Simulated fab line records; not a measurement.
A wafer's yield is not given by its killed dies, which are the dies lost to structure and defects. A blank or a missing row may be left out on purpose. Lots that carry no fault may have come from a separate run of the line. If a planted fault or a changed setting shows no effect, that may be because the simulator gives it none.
fab line records ; flow nand-harc
[record] lots = 12; wafers = 36; last-day = 33
route steps=1302 shown P_GATE@175 END@1302
lots untouched by any fault: they come from a run of this same line in which no faults occurred
start-h: hours from the record's opening day to when the first of the lot's shown wafers began ; wait-h: hours since the lot's step before ; " unchanged from the row above ; L1.1+2: several wafers, shown together as one row ; - no value, or no start given ; * or withheld: withheld ; < > ~ a bound
route shown NAME@n: NAME is a module with steps in the file, n the number in the route of the first one ; usual: mean/standard deviation of fault-free wafers ; same: alike in all rows ; chamber/n: place in a boat ; sites: the reading at each site ; _std_site: how widely they spread, as a standard deviation ; _edge_site: mean of outer sites minus mean of inner sites ; radius-mm: for every site, how far away it sits from the centre of the wafer ; mask NAME#n: copy n ; behind: the tool/chamber that last shaped the wafer ; hold: cause of the lot's hold/its duration in hours/its outcome ; device: which transistor (n, p or np) failed to switch ; end of line: tests of these same wafers at the route's end ; where a step has no rows: the recipe by itself ; killed: at the first sort, the dies lost to defects and structure; wafer yield is something else ; map: per-die view of a wafer (x killed, . not killed, _ where there is no die)
set.NAME: the run value of the setting; set.NAME@STEP: its run value at that earlier step ; model.NAME: the simulator's own value behind a step, which no gauge read
a sample of lots followed through the steps of the route, with each step as a table and each wafer as a row
services: the hour from which a tool's chamber was out of use, counted from the record's first day as start-h (under 0 if before that day), plus the number of hours and why
[[steps]]
[step NHARC_P_GATE_STRIP_75]
[recipe] power-w = 1500; temp-c = 250; chemistry = O2
[usual] drypump-motor-current-A = 5.4/0.33; heater-power-w = 343/35; temp-c = 249.98/0.19
lot.wafer;tool;chamber;start-h;wait-h;drypump-motor-current-A;heater-power-w;rf-hours-counter-h;temp-c
L451.1;plasma-asher-01;0;109.34;0.2;5.8;401;13;249.88
L451.6;plasma-asher-01;1;109.34;0.2;5.0;347;-;250.07
L451.5;plasma-asher-01;0;109.34;0.2;5.8;403;-;249.99
L452.2;plasma-asher-01;0;124.47;0.2;5.8;410;16;249.78
L452.4;plasma-asher-01;1;124.47;0.2;4.9;349;-;249.92
L452.5;plasma-asher-01;0;124.47;0.2;5.8;405;-;250.24
L453.2;plasma-asher-02;0;125.19;0.3;5.6;303;11;249.61
L453.1;plasma-asher-02;1;125.19;0.3;5.5;314;11;250.00
L453.4;plasma-asher-02;1;125.19;0.3;5.4;311;-;249.87
L455.1;plasma-asher-01;0;147.57;0.3;5.8;393;22;249.90
L455.3;plasma-asher-01;0;147.57;0.3;5.8;400;-;250.19
L455.4;plasma-asher-01;1;147.57;0.3;4.9;345;-;249.74
L457.2;plasma-asher-02;0;173.76;0.2;5.6;309;20;250.07
L457.3;plasma-asher-02;1;173.76;0.2;5.4;307;-;249.97
L457.5;plasma-asher-02;1;173.76;0.2;5.4;307;-;250.06
L458.3;plasma-asher-01;0;185.75;0.1;5.8;397;-;250.01
L458.6;plasma-asher-01;1;185.75;0.1;4.9;350;-;249.84
L458.5;plasma-asher-01;0;185.75;0.1;5.8;402;-;250.05
L459.2;plasma-asher-01;0;198.64;0.2;5.8;389;30;250.11
L459.4;plasma-asher-01;1;198.64;0.2;4.9;354;-;249.90
L459.5;plasma-asher-01;0;198.64;0.2;5.8;395;-;249.80
L467.2;plasma-asher-01;0;270.28;0.2;5.8;376;11;250.11
L467.3;plasma-asher-01;0;270.28;0.2;5.8;376;-;249.78
L467.6;plasma-asher-01;1;270.28;0.2;4.9;344;-;250.37
L469.1;plasma-asher-02;0;292.61;0.3;5.6;325;6;249.84
L469.2;plasma-asher-02;1;292.61;0.3;5.4;306;6;249.76
L469.5;plasma-asher-02;0;292.61;0.3;5.6;320;-;250.22
L470.1;plasma-asher-01;0;293.10;0.2;5.8;391;17;249.71
L470.5;plasma-asher-01;1;293.10;0.2;4.9;345;-;250.11
L470.6;plasma-asher-01;0;293.10;0.2;5.8;385;-;249.91
L472.2;plasma-asher-02;1;317.43;0.3;5.4;315;12;249.36
L472.4;plasma-asher-02;0;317.43;0.3;5.5;313;-;249.86
L472.5;plasma-asher-02;1;317.43;0.3;5.4;309;-;249.82
L474.2;plasma-asher-01;1;341.07;0.2;4.9;338;28;249.75
L474.3;plasma-asher-01;1;341.07;0.2;4.9;348;-;250.04
L474.6;plasma-asher-01;1;341.07;0.2;4.9;352;-;249.98
[step NHARC_P_GATE_STRIP_76]
[recipe] power-w = 1500; temp-c = 250; chemistry = O2
[usual] drypump-motor-current-A = 5.43/0.3; heater-power-w = 337/36; temp-c = 250.04/0.17
lot.wafer;tool;chamber;start-h;wait-h;drypump-motor-current-A;heater-power-w;rf-hours-counter-h;temp-c
L451.1;plasma-asher-02;1;111.06;0.2;5.39;308;8;250.22
L451.6;plasma-asher-02;0;111.06;0.2;5.61;304;-;249.82
L451.5;plasma-asher-02;1;111.06;0.2;5.38;307;-;249.93
L452.2;plasma-asher-01;1;126.09;0.2;4.92;345;16;249.95
L452.4;plasma-asher-01;1;126.09;0.2;4.94;340;-;249.91
L452.5;plasma-asher-01;1;126.09;0.2;4.95;354;-;250.11
L453.2;plasma-asher-02;1;126.93;0.2;5.42;313;12;249.90
L453.1;plasma-asher-02;0;126.93;0.2;5.58;303;12;249.77
L453.4;plasma-asher-02;0;126.93;0.2;5.60;300;-;249.86
L455.1;plasma-asher-02;1;149.16;0.2;5.39;308;15;250.51
L455.3;plasma-asher-02;1;149.16;0.2;5.40;300;-;250.34
L455.4;plasma-asher-02;0;149.16;0.2;5.58;302;-;250.39
L457.2;plasma-asher-01;0;175.40;0.2;5.80;402;26;249.93
L457.3;plasma-asher-01;1;175.40;0.2;4.92;355;-;250.38
L457.5;plasma-asher-01;1;175.40;0.2;4.95;341;-;249.98
L458.3;plasma-asher-01;1;187.37;0.1;4.95;347;-;250.02
L458.5;plasma-asher-01;0;187.37;0.1;5.79;409;-;250.25
L458.6;plasma-asher-01;1;187.37;0.1;4.93;348;-;249.77
L459.2;plasma-asher-02;1;200.37;0.2;5.42;304;25;249.70
L459.4;plasma-asher-02;1;200.37;0.2;5.42;305;-;250.32
L459.5;plasma-asher-02;0;200.37;0.2;5.58;304;-;249.78
L467.2;plasma-asher-02;0;272.00;0.2;5.56;324;2;249.64
L467.3;plasma-asher-02;1;272.00;0.2;5.39;302;-;250.12
L467.6;plasma-asher-02;1;272.00;0.2;5.39;310;-;250.22
L469.1;plasma-asher-02;1;294.33;0.2;5.41;308;6;249.97
L469.2;plasma-asher-02;0;294.33;0.2;5.56;320;6;249.88
L469.5;plasma-asher-02;0;294.33;0.2;5.62;324;-;250.09
L470.1;plasma-asher-02;1;294.82;0.2;5.39;310;7;250.10
L470.6;plasma-asher-02;0;294.82;0.2;5.55;312;-;249.98
L470.5;plasma-asher-02;1;294.82;0.2;5.40;305;-;249.83
L472.2;plasma-asher-01;1;319.35;0.2;4.94;342;23;250.25
L472.4;plasma-asher-01;0;319.35;0.2;5.80;384;-;249.66
L472.5;plasma-asher-01;0;319.35;0.2;5.79;404;-;249.80
L474.2;plasma-asher-02;0;342.78;0.2;5.57;321;17;249.85
L474.3;plasma-asher-02;1;342.78;0.2;5.39;309;-;250.11
L474.6;plasma-asher-02;1;342.78;0.2;5.41;304;-;250.34
[step NHARC_P_GATE_EXPOSE_88]
[recipe] na = 0.6; target-cd-nm = 2000; dose-mj = 11.87; mask-id = P_HVN
lot.wafer;tool;chamber;start-h;wait-h;mask
L451.1+5+6;krf-scanner-03;0;111.68;-;P_HVN#0
L452.2+4+5;krf-scanner-04;0;126.85;-;P_HVN#0
L453.1+2+4;krf-scanner-04;0;127.61;-;P_HVN#0
L455.1+3+4;krf-scanner-02;0;149.92;-;P_HVN#0
L457.2+3+5;krf-scanner-03;0;176.15;-;P_HVN#0
L458.3+5+6;krf-scanner-02;0;188.11;-;P_PSD#0
L459.2+4+5;krf-scanner-02;0;201.00;-;P_HVN#0
L467.2+3+6;krf-scanner-02;0;272.76;-;P_HVN#0
L469.1+2+5;krf-scanner-02;0;294.97;-;P_HVN#0
L470.1+5+6;krf-scanner-04;0;295.57;-;P_HVN#0
L472.2+4+5;krf-scanner-02;0;320.11;-;P_HVN#0
L474.2+3+6;krf-scanner-04;0;343.42;-;P_HVN#0
[step NHARC_P_GATE_CD_MEAS_91]
[recipe] target-cd-nm = 2000; landing-energy-ev = 500
[usual] cd-nm = 2001.2/1.4
lot.wafer;tool;chamber;start-h;wait-h;cd-nm
L451.1;cd-sem-03;0;111.84;-;2001.4
L451.5;cd-sem-03;0;111.84;-;2001.6
L451.6;cd-sem-03;0;111.84;-;2002.0
L452.2;cd-sem-01;0;127.01;-;2000.9
L452.4;cd-sem-01;0;127.01;-;1999.6
L452.5;cd-sem-01;0;127.01;-;2001.6
L453.1;cd-sem-01;0;127.77;-;2000.1
L453.2;cd-sem-01;0;127.77;-;2000.5
L453.4;cd-sem-01;0;127.77;-;2000.4
L455.1;cd-sem-01;0;150.09;-;2004.0
L455.3;cd-sem-01;0;150.09;-;2002.5
L455.4;cd-sem-01;0;150.09;-;2002.6
L457.2;cd-sem-01;0;176.31;-;2000.2
L457.3;cd-sem-01;0;176.31;-;1998.3
L457.5;cd-sem-01;0;176.31;-;2001.5
L458.3;cd-sem-03;0;188.26;-;-
L458.5;cd-sem-03;0;188.26;-;-
L458.6;cd-sem-03;0;188.26;-;-
L459.2;cd-sem-03;0;201.16;-;2001.2
L459.4;cd-sem-03;0;201.16;-;2001.8
L459.5;cd-sem-03;0;201.16;-;2002.5
L467.2;cd-sem-01;0;272.92;-;1999.3
L467.3;cd-sem-01;0;272.92;-;2001.4
L467.6;cd-sem-01;0;272.92;-;2000.8
L469.1;cd-sem-02;0;295.12;-;2000.1
L469.2;cd-sem-02;0;295.12;-;1998.7
L469.5;cd-sem-02;0;295.12;-;1996.6
L470.1;cd-sem-03;0;295.73;-;1997.9
L470.5;cd-sem-03;0;295.73;-;1999.7
L470.6;cd-sem-03;0;295.73;-;1999.7
L472.2;cd-sem-02;0;320.27;-;2002.4
L472.4;cd-sem-02;0;320.27;-;2001.9
L472.5;cd-sem-02;0;320.27;-;2001.7
L474.2;cd-sem-02;0;343.57;-;2001.7
L474.3;cd-sem-02;0;343.57;-;2001.9
L474.6;cd-sem-02;0;343.57;-;2001.2
[step NHARC_P_GATE_RTA_82]
[recipe] temp-c = 450; time-s = 30
[usual] anneal-temp-c-max = 451.8/0.42; lamp-power-pct = 3.68/0.084; lamp_zone_2_pct = 3.68/0.084; lamp_zone_4_pct = 3.68/0.084; lamp_zone_5_pct = 3.70/0.084; wafer_temp_C_max = 452.7/0.6
[same] time-s = 30
lot.wafer;tool;chamber;start-h;wait-h;anneal-temp-c-max;lamp-power-pct;lamp_zone_2_pct;lamp_zone_4_pct;lamp_zone_5_pct;wafer_temp_C_max
L451.1;rtp-anneal-02;0;115.19;-;451.5;3.62;3.62;3.61;3.63;453.0
L451.5;rtp-anneal-02;0;115.19;-;451.2;3.62;3.62;3.62;3.63;452.0
L451.6;rtp-anneal-02;0;115.19;-;452.0;3.62;3.62;3.62;3.64;452.5
L452.2;rtp-anneal-02;0;129.95;-;451.6;3.62;3.62;3.62;3.62;452.3
L452.4;rtp-anneal-02;0;129.95;-;451.5;3.62;3.61;3.62;3.63;452.4
L452.5;rtp-anneal-02;0;129.95;-;451.9;3.62;3.62;3.61;3.63;452.8
L453.1;rtp-anneal-02;0;130.77;-;451.4;3.62;3.62;3.63;3.63;452.1
L453.2;rtp-anneal-02;0;130.77;-;451.7;3.62;3.62;3.62;3.64;451.8
L453.4;rtp-anneal-02;0;130.77;-;451.1;3.62;3.62;3.62;3.63;451.6
L455.1;rtp-anneal-01;0;152.96;-;452.0;3.79;3.79;3.80;3.80;452.9
L455.3;rtp-anneal-01;0;152.96;-;452.4;3.79;3.80;3.79;3.81;452.9
L455.4;rtp-anneal-01;0;152.96;-;452.4;3.78;3.79;3.80;3.80;452.8
L457.2;rtp-anneal-01;0;179.23;-;451.5;3.79;3.79;3.79;3.81;452.9
L457.3;rtp-anneal-01;0;179.23;-;451.5;3.80;3.79;3.79;3.81;453.3
L457.5;rtp-anneal-01;0;179.23;-;451.9;3.79;3.79;3.80;3.81;452.3
L458.3;rtp-anneal-02;0;191.20;-;451.2;3.62;3.62;3.61;3.64;452.0
L458.5;rtp-anneal-02;0;191.20;-;451.4;3.61;3.62;3.62;3.63;451.9
L458.6;rtp-anneal-02;0;191.20;-;451.2;3.62;3.61;3.62;3.64;452.2
L459.2;rtp-anneal-02;0;204.08;-;452.1;3.62;3.62;3.62;3.63;452.3
L459.4;rtp-anneal-02;0;204.08;-;451.6;3.62;3.62;3.62;3.63;452.8
L459.5;rtp-anneal-02;0;204.08;-;451.2;3.62;3.62;3.62;3.63;452.5
L467.2;rtp-anneal-01;0;275.80;-;452.5;3.79;3.79;3.79;3.81;453.1
L467.3;rtp-anneal-01;0;275.80;-;452.2;3.79;3.79;3.79;3.81;453.4
L467.6;rtp-anneal-01;0;275.80;-;451.8;3.79;3.79;3.79;3.80;453.2
L469.1;rtp-anneal-01;0;298.18;-;452.0;3.79;3.79;3.79;3.80;452.9
L469.2;rtp-anneal-01;0;298.18;-;451.9;3.79;3.79;3.79;3.81;452.6
L469.5;rtp-anneal-01;0;298.18;-;452.5;3.79;3.79;3.79;3.81;452.5
L470.1;rtp-anneal-02;0;298.61;-;451.4;3.61;3.61;3.62;3.63;451.8
L470.5;rtp-anneal-02;0;298.61;-;452.4;3.62;3.62;3.62;3.63;452.4
L470.6;rtp-anneal-02;0;298.61;-;451.9;3.62;3.62;3.62;3.63;452.8
L472.2;rtp-anneal-02;0;323.17;-;451.3;3.61;3.61;3.62;3.63;451.9
L472.4;rtp-anneal-02;0;323.17;-;451.9;3.62;3.62;3.62;3.63;451.9
L472.5;rtp-anneal-02;0;323.17;-;451.4;3.62;3.62;3.62;3.63;452.6
L474.2;rtp-anneal-01;0;346.46;-;452.1;3.79;3.79;3.79;3.80;453.9
L474.3;rtp-anneal-01;0;346.46;-;452.2;3.79;3.79;3.79;3.81;453.4
L474.6;rtp-anneal-01;0;346.46;-;452.0;3.79;3.80;3.79;3.81;452.7
[step NHARC_END_SORT_01]
[recipe] temp-c = 25
[usual] killed-at-array = 55/19; killed-at-other = 0.8/1.1; killed-at-periphery = 4.0/2.6; killed-dies = 60/20; killed-open = 3.4/1.7; killed-short = 2.6/1.5
[same] gross-dies = 677
lot.wafer;tool;chamber;start-h;wait-h;killed-at-array;killed-at-other;killed-at-periphery;killed-dies;killed-open;killed-short
L458.3;prober-02;0;645.61;3.1;88;0;589;677;2;2
L458.5;prober-02;0;647.23;3.7;80;0;597;677;3;2
L458.6;prober-02;0;648.03;4.0;82;0;595;677;5;2
L459.2;prober-01;0;653.68;2.8;32;1;4;37;3;1
L459.4;prober-01;0;655.27;3.4;30;1;3;34;6;2
L459.5;prober-01;0;656.06;3.7;22;0;5;27;3;4
L470.1;prober-01;0;751.21;2.5;66;2;2;70;2;1
L470.5;prober-01;0;754.39;3.7;82;2;2;86;2;3
L470.6;prober-01;0;755.18;4.0;82;2;1;85;2;3
// killed by level:class
L458.3 P_GATE:area-expose=589 A_CHANNEL_HOLE_D1:chamber-film-flake=31 A_SLIT:chamber-film-flake=26 A_CHANNEL_HOLE_D2:chamber-film-flake=24 A_SOURCE_PLATE:geometric-particle:short=1 A_ONON_D1:geometric-particle:open=1 A_CHANNEL_HOLE_D1:geometric-particle:open=1 A_WL_FILL:geometric-particle:short=1
L458.5 P_GATE:area-expose=595 A_CHANNEL_HOLE_D1:chamber-film-flake=32 A_SLIT:chamber-film-flake=24 A_CHANNEL_HOLE_D2:chamber-film-flake=15 P_M1:chamber-film-flake=2 A_STAIRCASE:chamber-film-flake=2 A_ONON_D1:geometric-particle:open=1 A_CHANNEL_FILL_D1:geometric-particle:open=1
L458.6 P_GATE:area-expose=585 A_SLIT:chamber-film-flake=29 A_CHANNEL_HOLE_D1:chamber-film-flake=28 A_CHANNEL_HOLE_D2:chamber-film-flake=7 P_M1:chamber-film-flake=5 A_CONTACT:chamber-film-flake=5 A_ZERO_WELL:chamber-film-flake=4 P_ZERO_WELL:chamber-film-flake=3
L459.2 A_CHANNEL_HOLE_D2:chamber-film-flake=14 A_CHANNEL_HOLE_D1:chamber-film-flake=8 A_CONTACT:chamber-film-flake=4 A_M1:geometric-particle:open=2 A_STAIRCASE:chamber-film-flake=2 P_CONTACT:geometric-particle:open=1 P_M2:geometric-particle:short=1 P_ZERO_WELL:chamber-film-flake=1
L459.4 A_CHANNEL_HOLE_D2:chamber-film-flake=11 A_CHANNEL_HOLE_D1:chamber-film-flake=6 A_ONON_D1:geometric-particle:open=3 A_SLIT:chamber-film-flake=2 A_WL_FILL:chamber-film-flake=2 A_CONTACT:chamber-film-flake=2 P_M2:geometric-particle:short=1 A_CHANNEL_FILL_D1:geometric-particle:open=1
L459.5 A_CHANNEL_HOLE_D1:chamber-film-flake=4 A_CHANNEL_HOLE_D2:chamber-film-flake=4 A_SLIT:chamber-film-flake=4 A_WL_FILL:geometric-particle:short=2 A_CONTACT:chamber-film-flake=2 P_GATE:geometric-particle:open=1 P_M0:geometric-particle:open=1 P_M0:geometric-particle:short=1
L470.1 A_SLIT:chamber-film-flake=26 A_CHANNEL_HOLE_D2:chamber-film-flake=12 A_SGD_CUT:chamber-film-flake=7 A_CHANNEL_HOLE_D1:chamber-film-flake=4 A_STAIRCASE:chamber-film-flake=4 A_CONTACT:chamber-film-flake=4 P_GATE:chamber-film-flake=2 A_ZERO_WELL:chamber-film-flake=2
L470.5 A_SLIT:chamber-film-flake=37 A_CHANNEL_HOLE_D2:chamber-film-flake=18 A_CHANNEL_HOLE_D1:chamber-film-flake=9 A_CONTACT:chamber-film-flake=7 A_SGD_CUT:chamber-film-flake=4 A_STAIRCASE:chamber-film-flake=2 P_GATE:geometric-particle:open=1 A_CHANNEL_FILL_D1:geometric-particle:short=1
L470.6 A_SLIT:chamber-film-flake=27 A_CHANNEL_HOLE_D2:chamber-film-flake=24 A_CHANNEL_HOLE_D1:chamber-film-flake=10 A_CONTACT:chamber-film-flake=5 A_SGD_CUT:chamber-film-flake=4 A_STAIRCASE:chamber-film-flake=3 A_CHANNEL_FILL_D2:chamber-film-flake=2 THIN_TSV:chamber-film-flake=2
[[services]]
tool;chamber;start-h;hours;kind
krf-scanner-03;-;89.52;0.8;repair
krf-scanner-02;-;94.00;4.0;pm
krf-scanner-03;-;110.86;0.2;repair
krf-scanner-03;-;114.65;0.2;repair
krf-scanner-04;-;127.74;4.3;repair
plasma-asher-02;-;131.39;9.9;repair
krf-scanner-04;-;182.01;4.0;pm
plasma-asher-01;-;206.33;0.8;repair
krf-scanner-04;-;209.49;0.4;repair
plasma-asher-02;-;210.39;1.8;repair
plasma-asher-01;-;212.34;9.0;pm
plasma-asher-01;0;212.34;10.3;vent-cycle
plasma-asher-01;1;212.34;10.3;vent-cycle
krf-scanner-04;-;221.43;3.9;repair
krf-scanner-03;-;222.07;0.1;repair
krf-scanner-03;-;224.00;4.0;pm
plasma-asher-02;-;249.00;9.0;pm
plasma-asher-02;0;249.00;9.0;vent-cycle
plasma-asher-02;-;263.52;6.8;repair
krf-scanner-02;-;266.00;4.0;pm
krf-scanner-04;-;280.89;6.2;repair
plasma-asher-02;-;291.33;0.5;repair
plasma-asher-01;-;302.74;2.2;repair
plasma-asher-02;-;305.91;1.9;repair
[[key]]
[first-sign] step = NHARC_P_GATE_EXPOSE_88; reading = mask; direction = changed
[effect] step = NHARC_P_GATE_CD_MEAS_91; reading = cd-nm; direction = missing
[effect] step = NHARC_END_SORT_01; reading = killed-at-periphery; direction = up; sigmas = 99+; usual = 4.0; struck = 593.7
[more-kills-born-at] NHARC_P_GATE_EXPOSE_88@krf-scanner-02 = 1769
met-at NHARC_P_GATE_EXPOSE_88
struck-lots L458
later-rows-left-out L458.3,L458.5,L458.6
tester-left-out L458
not-acting-at NHARC_P_GATE_STRIP_75,NHARC_P_GATE_STRIP_76,NHARC_P_GATE_RTA_82
onset-between 149.92 188.11
[fault] kind = wrong-mask; tool = any; chamber = -; onset-h = 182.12; steps = NHARC_P_GATE_EXPOSE_88; aux-copy = P_PSD#0; scope = struck-lots-only
// tester-left-out: of these lots the tester's yield and bins aren't shown, on N5 and GAA mostly nor the transistor test; their killed dies are dies lost to structure and defects alone, not to doping, threshold or leakage, so they don't give the yield
// later-rows-left-out: the simulator's readings of these wafers behind a module that went badly wrong aren't trusted and aren't shown, but for the sort
